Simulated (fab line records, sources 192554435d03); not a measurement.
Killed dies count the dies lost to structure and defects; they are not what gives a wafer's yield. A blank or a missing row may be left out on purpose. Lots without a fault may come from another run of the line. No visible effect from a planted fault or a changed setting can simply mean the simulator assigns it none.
A single fault, viewed from 3 desks | flow n5Finfet | each desk holds nothing but its own numbers, with what lay behind them at the end
Where a reading is given only as a bound, like >300, the bound stands for it, and a mean or a difference that rests on one is marked > or <: the true number lies beyond.

== THE DEFECT DESK ==
Inspection counts along the route, by lot: the mean over sampled wafers that carry a number. If a lot's mean is further than 4 standard deviations from the usual mean, the lot is out of limits and carries the mark OUT (the distance appears in the brackets).
Columns: A = rawDefectCount at N5_HKMG_FIN_INSPECT_14, usual 2.0
lot  | first seen here | A
L411 | day 4 17:27     | 3.0
L415 | day 5 16:25     | 1.7
L418 | day 6 10:40     | 1.7
L420 | day 6 20:02     | 2.7
L423 | day 7 17:31     | >300 (+99 or more) OUT
L425 | day 8 05:08     | >300 (+99 or more) OUT
L428 | day 8 21:25     | 1.0
L430 | day 9 09:10     | 0.7
L432 | day 9 20:20     | 1.0
Finding of this desk: L423, L425 out of limits; the first was L423 at day 7 17:31, on rawDefectCount at N5_HKMG_FIN_INSPECT_14. L411, L415, L418, L420, L428, L430, L432 stayed within limits.

== AT THE METROLOGY DESK ==
Means of the sampled wafers that have a number, per lot and without regard to the tool the lot ran on: this is what the gauges read. If a lot's mean is further than 4 standard deviations from the usual mean, the lot is out of limits and carries the mark OUT (the distance appears in the brackets). Shown here are 7 of its 10 readings, the ones lying furthest out on some lot.
Columns: A = DIBL_N at N5_BEOL_M4_RC_MEAS_101, usual 36.0 mV/V; B = DIBL_P at N5_BEOL_M4_RC_MEAS_101, usual 36.0 mV/V; C = IOFF_N at N5_BEOL_M4_RC_MEAS_101, usual 0.156 nA/um; D = ION_N at N5_BEOL_M4_RC_MEAS_101, usual 673 uA/um; E = SS_P at N5_BEOL_M4_RC_MEAS_101, usual 73.3 mV/dec; F = VT_N at N5_BEOL_M4_RC_MEAS_101, usual 250 mV; G = VT_P at N5_BEOL_M4_RC_MEAS_101, usual -250 mV
lot  | first seen here | A    | B    | C     | D   | E    | F   | G
L411 | day 8 01:18     | 36.4 | 36.6 | 0.169 | 674 | 73.6 | 249 | -255
L415 | day 9 11:20     | 38.1 | 37.5 | 0.173 | 667 | 74.4 | 252 | -251
L418 | day 10 00:16    | 36.7 | 35.8 | 0.165 | 683 | 73.7 | 249 | -253
L420 | day 10 20:08    | 35.9 | 34.8 | 0.158 | 676 | 73.4 | 250 | -250
L423 | day 11 05:07    | 36.6 | 36.2 | 0.166 | 676 | 73.3 | 251 | -249
L425 | day 11 23:07    | 36.5 | 38.0 | 0.150 | 666 | 73.4 | 251 | -248
L428 | day 13 01:37    | 34.9 | 34.7 | 0.129 | 664 | 72.7 | 253 | -251
L430 | day 13 08:37    | 34.3 | 34.2 | 0.139 | 673 | 73.1 | 250 | -247
L432 | day 14 00:35    | 36.4 | 37.2 | 0.172 | 686 | 73.2 | 247 | -251
Result from this desk: across the 9 lots, nothing is out of limits.

== TOOL OWNER'S DESK, wetBench-02 ==
The tool's own readings at N5_HKMG_FIN_WET_ETCH_81 (etches TiN in SC1, stops on HfO2, time 57 s, target depth 6 nm): means of the sampled wafers that have a number, for each lot that ran on this tool. If a lot's mean is further than 4 standard deviations from the usual mean, the lot is out of limits and carries the mark OUT (the distance appears in the brackets).
Columns: A = h2o2FlowMLMin at N5_HKMG_FIN_WET_ETCH_81, usual 214.2
lot  | first seen here | A
L411 | day 4 16:16     | 214.5
L415 | day 5 15:07     | 214.1
L418 | day 6 09:29     | 213.6
L420 | day 6 18:52     | 213.9
L423 | day 7 16:10     | 214.5
L425 | day 8 03:56     | 213.9
Result from this desk: across the 6 lots, nothing is out of limits.

== PUT TOGETHER ==
The defect desk could have raised an alarm at day 7 17:31, on L423, L425.
From the metrology desk's view, nothing was out of limits.
Nothing out of limits was seen by the tool owner's desk.
The metrology desk has L423, L425 on record, within its limits.
The tool owner's desk has L423, L425 on record, within its limits.
All the named lots went through N5_HKMG_FIN_WET_ETCH_81 on wetBench-02.

== WHAT HAD BEEN PUT IN BY THE SIMULATOR ==
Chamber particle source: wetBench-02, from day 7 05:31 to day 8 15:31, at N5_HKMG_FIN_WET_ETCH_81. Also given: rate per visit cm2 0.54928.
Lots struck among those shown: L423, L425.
Hours from the fault's start to each desk's first reading out of limits: the defect desk, 12.
